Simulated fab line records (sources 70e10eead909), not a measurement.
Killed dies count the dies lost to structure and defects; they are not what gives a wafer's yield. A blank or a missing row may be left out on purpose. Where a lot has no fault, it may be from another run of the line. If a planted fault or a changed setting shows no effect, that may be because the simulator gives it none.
What tool caused it? || flow nand_harc || 6 lots, 18 wafers sampled, at 4 steps of a route of 1302

WHAT THE GAUGES SHOWED, per wafer
NHARC_END_SORT_01.
{"lot": "L260", "measured": "day 24 09:13", "on": "prober-01", "killed_at_periphery": "1 0 3"}
{"lot": "L263", "measured": "day 26 20:16", "on": "prober-01", "killed_at_periphery": "6 7 5"}
{"lot": "L268", "measured": "day 28 14:04", "on": "prober-01", "killed_at_periphery": "2 2 1"}
{"lot": "L271", "measured": "day 29 19:11", "on": "prober-02", "killed_at_periphery": "4 1 1"}

EACH LOT AND THE TOOL THAT RAN IT (in order: tool; ch and the chambers of the sampled wafers; start)
{"lot": "L260", "NHARC_P_GATE_ETCH_114": "rie_diel-06 ch 0,2,3, day 5 20:47 or earlier", "NHARC_P_GATE_ETCH_32": "rie_si-04 ch 2,3, day 5 20:47", "NHARC_P_GATE_STRIP_35": "wet_bench-05 ch 1,5,6, day 5 21:13"}
{"lot": "L263", "NHARC_P_GATE_ETCH_114": "rie_diel-06 ch 0,3, day 7 11:25 or earlier", "NHARC_P_GATE_ETCH_32": "rie_si-06 ch 0,1,3, day 7 11:25", "NHARC_P_GATE_STRIP_35": "wet_bench-07 ch 0,1,5, day 7 11:49"}
{"lot": "L265", "NHARC_P_GATE_ETCH_114": "rie_diel-04 ch 0,1, day 8 03:54 or earlier", "NHARC_P_GATE_ETCH_32": "rie_si-06 ch 0,1,2, day 8 03:54", "NHARC_P_GATE_STRIP_35": "wet_bench-05 ch 1,2,4, day 8 04:19"}
{"lot": "L268", "NHARC_P_GATE_ETCH_114": "rie_diel-08 ch 0,2,3, day 9 10:03 or earlier", "NHARC_P_GATE_ETCH_32": "rie_si-04 ch 0,1,2, day 9 10:03", "NHARC_P_GATE_STRIP_35": "wet_bench-03 ch 0,5,7, day 9 10:27"}
{"lot": "L271", "NHARC_P_GATE_ETCH_114": "rie_diel-04 ch 1,2,3, day 10 23:59 or earlier", "NHARC_P_GATE_ETCH_32": "rie_si-06 ch 0,1, day 10 23:59", "NHARC_P_GATE_STRIP_35": "wet_bench-07 ch 0,3,7, day 11 00:24"}
{"lot": "L281", "NHARC_P_GATE_ETCH_114": "rie_diel-06 ch 2,3, day 14 12:38 or earlier", "NHARC_P_GATE_ETCH_32": "rie_si-01 ch 0,1,2, day 14 12:38", "NHARC_P_GATE_STRIP_35": "wet_bench-07 ch 2,3,4, day 14 13:03"}
- NHARC_P_GATE_ETCH_114: etches the open film in CF4/O2, target depth 30 nm, overetch 3 nm, time 16.5 s.
- NHARC_P_GATE_ETCH_32: etches the open film in HBr/Cl2, target depth 150 nm, time 100.1 s.
- NHARC_P_GATE_STRIP_35: strips in SPM, time 600 s.

THE ANSWER, worked out from the rows above alone
Rule: what is usual is taken from the lots themselves. The widest of any qualifying gaps counts: lots, ordered by their means at a reading, are off when they make up no more than a third of the lots, leave a main group of 4 or more, and stand apart from it by 3 or more times the standard deviation of that group's means. If all means in a main group match to the digits the tables above print for the reading, that group is not used. Also off: a lot with no number at a reading for which 4 or more lots have one. Where the step has rows for the other lots, those lots are counted as sound.
No lot is off at any reading shown: from this, nothing can be told.

WHAT THE SIMULATOR PUT IN
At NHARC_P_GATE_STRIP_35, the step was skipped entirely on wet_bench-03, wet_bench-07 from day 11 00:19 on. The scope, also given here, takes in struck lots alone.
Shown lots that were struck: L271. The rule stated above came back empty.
